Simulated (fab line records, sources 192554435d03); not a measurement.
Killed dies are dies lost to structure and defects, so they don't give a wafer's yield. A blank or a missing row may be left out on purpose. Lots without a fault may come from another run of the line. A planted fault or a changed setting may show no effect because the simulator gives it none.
Split-lot experiment | flow n5_finfet | 7 lots, 39 wafers read, on a route of 1938 steps

THE SPLIT
At N5_PASSIVATION_PECVD_55 (deposits SiO2 from SiH4/N2O, target thk 400 nm, time 22.5 s), the setting time_s was moved away from the recipe's 22.5 s on 18 of the 39 wafers read, by -45.9% to +28.9%. The other wafers ran this setting at the recipe's value.

The reading is taken at the split's own step.

THE READING
SiO2_of_PASSIVATION_PECVD_55.thk_nm (the simulator's own value, which no gauge read), in nm, at N5_PASSIVATION_PECVD_55 (deposits SiO2 from SiH4/N2O, target thk 400 nm, time 22.5 s). The file gives no usual value for it. The 21 wafers here that ran the recipe average 397.4 nm, standard deviation 5.4 nm.

wafer  | tool, chamber at the split | time_s as run, s | against the recipe | SiO2_of_PASSIVATION_PECVD_55.thk_nm, nm | against lot-mates on the recipe
L074.1 | pecvd-01, 1                | 22.5             | recipe             | 387.2                                   | -
L074.2 | pecvd-01, 2                | 12.87            | -42.8%             | 214.4                                   | -178.3
L074.3 | pecvd-01, 0                | 12.87            | -42.8%             | 219.2                                   | -173.5
L074.4 | pecvd-01, 1                | 22.5             | recipe             | 398.4                                   | -
L074.5 | pecvd-01, 0                | 22.5             | recipe             | 392.6                                   | -
L074.6 | pecvd-01, 2                | 12.87            | -42.8%             | 221                                     | -171.7
L075.1 | pecvd-01, 0                | 17.84            | -20.7%             | 309.8                                   | -90.9
L075.2 | pecvd-01, 2                | 17.84            | -20.7%             | 311.2                                   | -89.5
L075.3 | pecvd-01, 1                | 22.5             | recipe             | 398.8                                   | -
L075.4 | pecvd-01, 2                | 22.5             | recipe             | 401                                     | -
L075.5 | pecvd-01, 0                | 17.84            | -20.7%             | 313.2                                   | -87.5
L075.6 | pecvd-01, 1                | 22.5             | recipe             | 402.2                                   | -
L080.1 | pecvd-04, 1                | 22.5             | recipe             | 394.8                                   | -
L080.2 | pecvd-04, 0                | 15.08            | -33.0%             | 260                                     | -136.0
L080.3 | pecvd-04, 2                | 22.5             | recipe             | 393.8                                   | -
L080.4 | pecvd-04, 0                | 15.08            | -33.0%             | 263                                     | -133.0
L080.5 | pecvd-04, 2                | 15.08            | -33.0%             | 263.2                                   | -132.8
L080.6 | pecvd-04, 1                | 22.5             | recipe             | 399.4                                   | -
L085.1 | pecvd-04, 1                | 29.01            | +28.9%             | 511                                     | +115.7
L085.2 | pecvd-04, 0                | 29.01            | +28.9%             | 505.2                                   | +109.9
L085.3 | pecvd-04, 2                | 22.5             | recipe             | 392                                     | -
L085.4 | pecvd-04, 2                | 22.5             | recipe             | 397.6                                   | -
L085.5 | pecvd-04, 0                | 22.5             | recipe             | 396.2                                   | -
L085.6 | pecvd-04, 1                | 29.01            | +28.9%             | 518.6                                   | +123.3
L089.1 | pecvd-02, 0                | 26.7             | +18.7%             | 465.6                                   | +70.9
L089.2 | pecvd-02, 1                | 22.5             | recipe             | 394                                     | -
L089.3 | pecvd-02, 2                | 22.5             | recipe             | 394.2                                   | -
L089.4 | pecvd-02, 2                | 26.7             | +18.7%             | 479                                     | +84.3
L089.5 | pecvd-02, 1                | 22.5             | recipe             | 395.8                                   | -
L089.6 | pecvd-02, 0                | 26.7             | +18.7%             | 472.2                                   | +77.5
L090.1 | pecvd-04, 1                | 12.17            | -45.9%             | 215.6                                   | -187.7
L090.2 | pecvd-04, 0                | 12.17            | -45.9%             | 209.8                                   | -193.5
L090.3 | pecvd-04, 2                | 22.5             | recipe             | 394                                     | -
L090.4 | pecvd-04, 0                | 22.5             | recipe             | 408.2                                   | -
L090.5 | pecvd-04, 1                | 22.5             | recipe             | 407.6                                   | -
L090.6 | pecvd-04, 2                | 12.17            | -45.9%             | 212.4                                   | -190.9
L093.2 | pecvd-02, 2                | 22.5             | recipe             | 403.4                                   | -
L093.3 | pecvd-02, 1                | 22.5             | recipe             | 390.2                                   | -
L093.6 | pecvd-02, 2                | 22.5             | recipe             | 403.6                                   | -

THE FIT
A straight line over all 39 wafers: SiO2_of_PASSIVATION_PECVD_55.thk_nm changes by +4.07 nm for each +1% of time_s; r = +1.00; the points scatter about the line by 5.1 nm.
The same after taking each lot's own level away (the mean of its wafers on the recipe; 39 wafers): +4.11 nm for each +1%; r = +1.00; scatter 4.3 nm.
On that fit, the largest move of time_s shifts the reading by 1.9e+02 nm.
The lots' own levels span 392.73 to 403.27 nm, that is 2.0 times the standard deviation above.
So the lot-to-lot level changes the slope little: the two slopes agree.
Check: with one of the wafers moved furthest among these (-45.9%) left out of the fit, the line predicts -189 nm for it against its lot-mates. It came out at -188 nm against them.

OTHER SPLITS ON THESE WAFERS
These wafers also went through other splits before the reading. Each is held against what the fit with the lots' levels taken away leaves over:
other split on the same wafers     | wafers away from the commonest value | r with SiO2_of_PASSIVATION_PECVD_55.thk_nm (lot level and that fit taken away)
N5_BEOL_M1_ILD_DEP_00 target_thk_a | 12                                   | +0.26
N5_BEOL_M2_PECVD_72 time_s         | 18                                   | -0.13
N5_BEOL_M3_ALD_84 ald_cycles       | 12                                   | +0.08
N5_BEOL_M6_ILD_DEP_00 time_s       | 18                                   | -0.02
N5_BEOL_M15_DEP_53 target_thk_a    | 18                                   | -0.02

THE WHOLE CHAIN: every reading that the file lists as answering this split, in the file's order
step                       | what it does                                                | reading                                                                              | change (the file's fit)              | r (the file's)
N5_PASSIVATION_PECVD_55    | deposits SiO2 from SiH4/N2O, target thk 400 nm, time 22.5 s | SiO2_of_PASSIVATION_PECVD_55.thk_nm (the simulator's own value, which no gauge read) | +4.11 nm for each +1% of the setting | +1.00
N5_PASSIVATION_VIA_ETCH_13 | etches SiO2 in CHF3/O2, target depth 660 nm, time 330 s     | etch_rf_on_time_s                                                                    | withheld for each +1% of the setting | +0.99

THE FILE'S OWN FIT
SiO2_of_PASSIVATION_PECVD_55.thk_nm changes by +4.11 nm for each +1% of time_s, r = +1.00.
